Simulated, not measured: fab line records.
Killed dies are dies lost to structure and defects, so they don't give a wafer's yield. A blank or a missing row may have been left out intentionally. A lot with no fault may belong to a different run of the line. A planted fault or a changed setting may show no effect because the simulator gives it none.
Matching of chambers	flow nand harc	NHARC_P_ZERO_WELL_DESCUM_13 on rie diel-13: 4 sister chambers
The step chemistry O2, time 3 s. 14 wafers are shown with their chamber, then 7 later ones without.

EACH WAFER AND ITS CHAMBER
wafer	chamber	rf vpp V (V)	oes product au (a.u.)	throttle valve pct (%)
L075.3	3	57.1	0.993	11.301
L075.4	0	57.7	0.997	11.315
L075.5	3	59.0	0.994	11.305
L076.2	0	56.7	0.988	11.307
L076.5	0	56.9	1.002	11.297
L076.6	3	57.2	0.999	11.317
L077.3	1	58.6	0.994	11.302
L077.5	1	60.3	1.002	11.309
L077.6	3	59.4	1.008	11.312
L083.2	3	58.2	1.011	11.307
L083.3	1	57.9	1.001	11.321
L083.4	0	57.4	1.003	11.319
L085.1	2	59.2	1.011	11.295
L085.5	0	56.8	1.005	11.303

SIGNATURES (averages over the wafers above)
reading	chamber 0	chamber 1	chamber 2	chamber 3	scatter within a chamber
rf vpp V	57.100	58.933	59.200	58.180	0.899
oes product au	0.99900	0.99900	1.01100	1.00100	0.007
throttle valve pct	11.30820	11.31067	11.29500	11.30840	0.0081
Rule: a wafer's distance from a chamber is the root of the sum, over the readings, of the square of ((its reading less the chamber's mean) divided by the reading's scatter). If the next closest chamber is less than 2 further off than the closest, the wafer can't be placed; otherwise it belongs to the closest. The scatter: take each reading less its chamber's mean, square it, sum over the shown wafers, divide by the number of wafers less the number of chambers, and take the root.

WAFERS WITHOUT THEIR CHAMBER
wafer	rf vpp V (V)	oes product au (a.u.)	throttle valve pct (%)
L085.6	58.7	1.016	11.309
L092.1	59.5	1.001	11.305
L092.4	58.4	1.001	11.292
L092.6	58.1	0.994	11.319
L097.2	57.8	1.003	11.327
L097.3	58.2	0.997	11.314
L097.5	56.2	1.013	11.303

CHAMBER TAKEN BY EACH
wafer	from the rows above	in truth
L085.6	can't be placed: 2 or 3 or 1 or 0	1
L092.1	can't be placed: 1 or 3 or 2 or 0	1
L092.4	can't be placed: 2 or 3 or 1 or 0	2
L092.6	can't be placed: 1 or 3 or 0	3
L097.2	can't be placed: 3 or 1 or 0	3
L097.3	can't be placed: 3 or 1 or 0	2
L097.5	can't be placed: 0 or 3 or 2 or 1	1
Correct placement for 0 of the 7. Cannot be placed on the basis of these rows: 7; the candidates contain the true chamber in 6. Number placed wrongly: 0.
